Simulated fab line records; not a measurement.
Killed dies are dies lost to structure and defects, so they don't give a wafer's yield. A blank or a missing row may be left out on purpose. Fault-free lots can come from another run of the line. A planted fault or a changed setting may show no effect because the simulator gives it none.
What tool caused it?    flow n5Finfet    Sampling: 24 lots, 72 wafers, 5 of 1938 route steps

== WHAT THE GAUGES READ, wafer by wafer ==
N5_SDB_OVL_MEAS_12. Usual: SDB_OVL typically reads 0.6 nm, with standard deviation 0.67.
lot   measured     on          SDB_OVL (nm)   flag
L074  day 3 16:29  overlay-01  -0.2 -0.1 0.5  
L075  day 4 03:05  overlay-01  0.3 0.8 0.1    
L076  day 4 04:26  overlay-02  0.6 -0.2 0.4   
L077  day 4 11:43  overlay-02  0.3 0.1 0.4    
L078  day 4 16:38  overlay-01  1.1 -0.6 0.4   
L079  day 4 21:53  overlay-02  0.6 1.2 0.4    
L080  day 5 06:19  overlay-02  0.4 0.7 0.3    
L081  day 5 11:38  overlay-01  1.0 0.6 1.0    
L082  day 5 18:52  overlay-02  0.6 0.0 0.5    
L083  day 6 07:40  overlay-01  0.3 1.2 0.0    
L084  day 6 09:19  overlay-02  1.5 0.8 1.1    
L085  day 6 15:26  overlay-02  1.1 -0.1 0.3   
L086  day 6 19:17  overlay-01  1.3 -0.1 0.2   
L087  day 6 23:57  overlay-01  1.1 0.9 0.9    
L088  day 7 09:12  overlay-02  0.5 -0.2 0.2   
L089  day 7 11:10  overlay-02  -0.3 -1.0 0.1  
L090  day 7 20:14  overlay-02  0.8 3.0 0.7    
L091  day 7 22:13  overlay-01  0.5 -1.1 -0.2  
L092  day 8 08:32  overlay-02  1.3 1.2 0.9    
L093  day 8 11:40  overlay-02  1.0 0.5 0.0    
L094  day 8 17:38  overlay-02  -0.4 1.1 0.8   
L095  day 9 00:15  overlay-02  0.4 0.2 0.7    
L096  day 9 06:31  overlay-01  -0.4 1.1 0.5   
L097  day 9 13:29  overlay-01  1.2 -0.3 0.4   

N5_HKMG_FIN_INSPECT_61: inspects for defects (macro). Usual: 1.9 for rawDefectCount, sd 1.4.
lot   measured     on                rawDefectCount  flag
L074  day 3 21:52  defectInspect-02  0 0 2           
L075  day 4 08:46  defectInspect-02  2 2 1           
L076  day 4 10:44  defectInspect-02  1 3 3           
L077  day 4 17:15  defectInspect-01  4 2 5           
L078  day 4 22:29  defectInspect-02  1 3 0           
L079  day 5 03:31  defectInspect-01  3 1 2           
L080  day 5 11:59  defectInspect-02  4 0 0           
L081  day 5 18:28  defectInspect-01  1 3 0           
L082  day 6 00:55  defectInspect-01  4 1 0           
L083  day 6 13:02  defectInspect-02  2 2 2           
L084  day 6 14:41  defectInspect-01  1 0 1           
L085  day 6 21:19  defectInspect-01  1 4 0           
L086  day 7 00:49  defectInspect-02  3 1 2           
L087  day 7 05:32  defectInspect-01  1 1 4           
L088  day 7 14:58  defectInspect-01  5 1 0           
L089  day 7 16:53  defectInspect-01  0 0 2           
L090  day 8 01:57  defectInspect-01  4 3 3           
L091  day 8 03:56  defectInspect-02  2 1 1           
L092  day 8 14:35  defectInspect-01  0 1 1           
L093  day 8 18:10  defectInspect-01  3 3 4           
L094  day 9 01:59  defectInspect-01  6 1 2           
L095  day 9 05:44  defectInspect-02  5 2 1           
L096  day 9 13:05  defectInspect-02  1 1 4           
L097  day 9 19:19  defectInspect-02  1 2 2           

== WHAT TOOL EACH LOT RAN ON (gives the tool, then ch and the chambers of the sampled wafers, and finally the start) ==
lot   N5_SDB_DESCUM_16                  N5_SDB_STRIP_22                     N5_HKMG_FIN_HK_ALD_01
L074  rieDiel-01 ch 1,2, day 3 16:32    plasmaAsher-01 ch 0,1, day 3 16:51  aldHk-02 ch 0,2,3, day 3 21:00
L075  rieDiel-03 ch 0,2, day 4 03:08    plasmaAsher-01 ch 0,1, day 4 03:27  aldHk-01 ch 1,2,3, day 4 07:46
L076  rieDiel-03 ch 0,2,3, day 4 04:30  plasmaAsher-01 ch 0,1, day 4 04:49  aldHk-01 ch 0,1,2, day 4 09:44
L077  rieDiel-01 ch 0,3, day 4 11:47    plasmaAsher-01 ch 0,1, day 4 12:05  aldHk-03 ch 0,1,2, day 4 16:14
L078  rieDiel-06 ch 0,2,3, day 4 16:45  plasmaAsher-02 ch 0,1, day 4 17:03  aldHk-03 ch 0,2,3, day 4 21:29
L079  rieDiel-01 ch 0,1, day 4 21:56    plasmaAsher-01 ch 0,1, day 4 22:17  aldHk-03 ch 1,2,3, day 5 02:31
L080  rieDiel-06 ch 0,1,2, day 5 06:22  plasmaAsher-02 ch 0,1, day 5 06:41  aldHk-01 ch 0,1,3, day 5 10:59
L081  rieDiel-06 ch 2,3, day 5 11:42    plasmaAsher-02 ch 0,1, day 5 12:01  aldHk-02 ch 0,2,3, day 5 17:23
L082  rieDiel-01 ch 0,1,3, day 5 19:07  plasmaAsher-02 ch 0,1, day 5 19:26  aldHk-01 ch 0,1,3, day 5 23:51
L083  rieDiel-01 ch 0,1,3, day 6 07:44  plasmaAsher-02 ch 0,1, day 6 08:02  aldHk-02 ch 0,2,3, day 6 12:10
L084  rieDiel-06 ch 0,2,3, day 6 09:23  plasmaAsher-01 ch 0,1, day 6 09:41  aldHk-01 ch 0,1,3, day 6 13:49
L085  rieDiel-06 ch 0,1,2, day 6 15:30  plasmaAsher-01 ch 1, day 6 15:49    aldHk-02 ch 0,1,3, day 6 20:04
L086  rieDiel-06 ch 0,1,2, day 6 19:22  plasmaAsher-01 ch 0,1, day 6 19:40  aldHk-01 ch 1,3, day 6 23:57
L087  rieDiel-06 ch 0,1,3, day 7 00:01  plasmaAsher-01 ch 0,1, day 7 00:19  aldHk-03 ch 0,1,3, day 7 04:32
L088  rieDiel-06 ch 0,1,2, day 7 09:15  plasmaAsher-01 ch 0,1, day 7 09:34  aldHk-01 ch 1,2,3, day 7 13:57
L089  rieDiel-01 ch 2,3, day 7 11:17    plasmaAsher-02 ch 0,1, day 7 11:36  aldHk-02 ch 0,1,2, day 7 15:59
L090  rieDiel-01 ch 0,1,3, day 7 20:17  plasmaAsher-01 ch 0,1, day 7 20:35  aldHk-01 ch 0,1,3, day 8 00:43
L091  rieDiel-01 ch 0,1,2, day 7 22:16  plasmaAsher-01 ch 0,1, day 7 22:37  aldHk-02 ch 0,1,2, day 8 02:56
L092  rieDiel-03 ch 2,3, day 8 08:36    plasmaAsher-01 ch 0,1, day 8 08:55  aldHk-01 ch 1,2, day 8 13:35
L093  rieDiel-06 ch 0,3, day 8 11:44    plasmaAsher-02 ch 0,1, day 8 12:05  aldHk-01 ch 0,3, day 8 17:10
L094  rieDiel-03 ch 0,1,3, day 8 17:41  plasmaAsher-02 ch 0,1, day 8 17:59  aldHk-02 ch 0,2,3, day 9 00:59
L095  rieDiel-06 ch 1,3, day 9 00:19    plasmaAsher-02 ch 0,1, day 9 00:37  aldHk-03 ch 0,1,2, day 9 04:45
L096  rieDiel-06 ch 1,3, day 9 07:26    plasmaAsher-01 ch 0,1, day 9 07:44  aldHk-02 ch 0,1,3, day 9 11:59
L097  rieDiel-06 ch 0,1,3, day 9 13:41  plasmaAsher-02 ch 0,1, day 9 14:02  aldHk-01 ch 0,1,3, day 9 18:21
- N5_SDB_DESCUM_16: chemistry O2, time 7.9 s.
- N5_SDB_STRIP_22: strips in N2/H2.
- N5_HKMG_FIN_HK_ALD_01: deposits HfO2, target thk 1.6 nm, pulse time 3 s, purge time 3 s.

== AS READ BY THE TOOLS THEMSELVES (means over the sampled wafers that have a number; for cases with no such wafer, the mark the record gives instead) ==
N5_SDB_DESCUM_16. Usual: chamberPressureMTorr 20.000 mTorr, standard deviation 0.019; drypumpMotorCurrentA 5.4 A, standard deviation 0.47; oesProductAu 0.80 a.u., standard deviation 0.069; rfVppV 243.3 V, standard deviation 1.5; showerheadPlenumPTorr 2.11 Torr, standard deviation 0.072; throttleValvePct 20.48 %, standard deviation 0.21.
lot   tool        chamberPressureMTorr (mTorr)  drypumpMotorCurrentA (A)  oesProductAu (a.u.)  rfVppV (V)  showerheadPlenumPTorr (Torr)  throttleValvePct (%)  flag
L074  rieDiel-01  19.986                        5.3                       0.78                 243.8       2.16                          20.63                 
L075  rieDiel-03  20.012                        5.9                       0.74                 242.7       2.06                          20.59                 
L076  rieDiel-03  19.982                        5.9                       0.72                 243.3       2.11                          20.67                 
L077  rieDiel-01  20.018                        5.9                       0.81                 243.6       2.13                          20.43                 
L078  rieDiel-06  19.991                        5.0                       0.82                 243.1       2.09                          20.43                 
L079  rieDiel-01  20.001                        5.7                       0.70                 243.4       2.07                          20.58                 
L080  rieDiel-06  20.003                        5.2                       0.80                 242.9       2.11                          20.56                 
L081  rieDiel-06  19.998                        5.0                       0.85                 242.5       2.05                          20.29                 
L082  rieDiel-01  19.988                        6.0                       0.77                 243.5       2.12                          20.46                 
L083  rieDiel-01  19.997                        5.9                       0.77                 243.8       2.12                          20.46                 
L084  rieDiel-06  19.988                        5.0                       0.81                 243.1       2.08                          20.44                 
L085  rieDiel-06  20.004                        5.2                       0.79                 243.2       2.11                          20.57                 
L086  rieDiel-06  20.017                        5.2                       0.79                 242.9       2.11                          20.57                 
L087  rieDiel-06  20.007                        5.1                       0.79                 243.0       2.11                          20.44                 
L088  rieDiel-06  20.017                        5.2                       0.78                 243.9       2.11                          20.57                 
L089  rieDiel-01  19.992                        5.6                       0.82                 245.1       2.21                          20.52                 
L090  rieDiel-01  20.008                        6.0                       0.87                 244.6       2.12                          20.35                 
L091  rieDiel-01  20.010                        5.5                       0.83                 243.9       2.11                          20.52                 
L092  rieDiel-03  19.987                        5.8                       0.88                 242.9       2.10                          20.51                 
L093  rieDiel-06  19.990                        5.0                       0.76                 243.1       2.11                          20.48                 
L094  rieDiel-03  19.992                        5.6                       0.82                 244.4       2.11                          20.42                 
L095  rieDiel-06  20.010                        5.0                       0.81                 242.5       2.07                          20.31                 
L096  rieDiel-06  20.000                        5.1                       0.81                 243.0       2.06                          20.31                 
L097  rieDiel-06  20.015                        5.1                       0.78                 242.5       2.10                          20.47                 

N5_SDB_STRIP_22. Usual: drypumpMotorCurrentA 5.7 A, standard deviation 0.39; heaterPowerW 350 W, standard deviation 34; oesProductAu 0.715 a.u., standard deviation 0.0045; stripTimeToEndpointS 96.3 s, standard deviation 0.36.
lot   tool            drypumpMotorCurrentA (A)  heaterPowerW (W)  oesProductAu (a.u.)  stripTimeToEndpointS (s)  flag
L074  plasmaAsher-01  5.9                       336               0.714                96.8                      
L075  plasmaAsher-01  5.5                       351               0.716                96.1                      
L076  plasmaAsher-01  5.9                       333               0.711                96.5                      
L077  plasmaAsher-01  5.5                       349               0.716                95.9                      
L078  plasmaAsher-02  5.8                       353               0.720                96.5                      
L079  plasmaAsher-01  5.5                       350               0.717                96.7                      
L080  plasmaAsher-02  5.7                       373               0.713                96.6                      
L081  plasmaAsher-02  5.8                       344               0.717                96.3                      
L082  plasmaAsher-02  5.7                       382               0.713                96.5                      
L083  plasmaAsher-02  5.7                       375               0.715                96.3                      
L084  plasmaAsher-01  5.9                       331               0.717                96.4                      
L085  plasmaAsher-01  6.2                       320               0.721                96.1                      
L086  plasmaAsher-01  5.5                       359               0.718                96.6                      
L087  plasmaAsher-01  5.5                       350               0.713                96.5                      
L088  plasmaAsher-01  5.5                       352               0.716                96.4                      
L089  plasmaAsher-02  5.8                       344               0.716                96.5                      
L090  plasmaAsher-01  5.9                       332               0.716                96.5                      
L091  plasmaAsher-01  5.5                       349               0.714                96.1                      
L092  plasmaAsher-01  5.5                       347               0.713                96.4                      
L093  plasmaAsher-02  5.8                       345               0.719                96.3                      
L094  plasmaAsher-02  5.7                       376               0.715                96.3                      
L095  plasmaAsher-02  5.8                       339               0.710                96.2                      
L096  plasmaAsher-01  5.9                       332               0.714                96.1                      
L097  plasmaAsher-02  5.8                       348               0.715                96.3                      

N5_HKMG_FIN_HK_ALD_01. Usual: 1.002 for precursorPulseHeightRel, sd 0.022.
lot   tool      precursorPulseHeightRel  flag
L074  aldHk-02  1.007                    
L075  aldHk-01  1.000                    
L076  aldHk-01  0.970                    
L077  aldHk-03  1.007                    
L078  aldHk-03  1.033                    
L079  aldHk-03  1.002                    
L080  aldHk-01  1.006                    
L081  aldHk-02  1.004                    
L082  aldHk-01  1.000                    
L083  aldHk-02  1.001                    
L084  aldHk-01  1.003                    
L085  aldHk-02  1.010                    
L086  aldHk-01  0.984                    
L087  aldHk-03  1.012                    
L088  aldHk-01  0.990                    
L089  aldHk-02  1.005                    
L090  aldHk-01  0.995                    
L091  aldHk-02  1.021                    
L092  aldHk-01  0.998                    
L093  aldHk-01  1.003                    
L094  aldHk-02  1.024                    
L095  aldHk-03  0.973                    
L096  aldHk-02  1.021                    
L097  aldHk-01  1.012                    

== THE ANSWER, worked out from the rows above alone ==
Rule: a lot is off if the mean of its wafers that have a number lies more than 3 standard deviations from the usual mean. Also off: a lot with no number at a reading for which 4 or more lots have one. All remaining lots with rows at the step are treated as sound. First the gauges in route order, then the tools' own readings, where a lot's mean is used as printed above. At the first step where some lot is off, the reading lying furthest off is the one used; lots without a number count as furthest.
Nothing can be told from this: no lot is off at any reading shown.

== WHAT THE SIMULATOR HAD INSERTED ==
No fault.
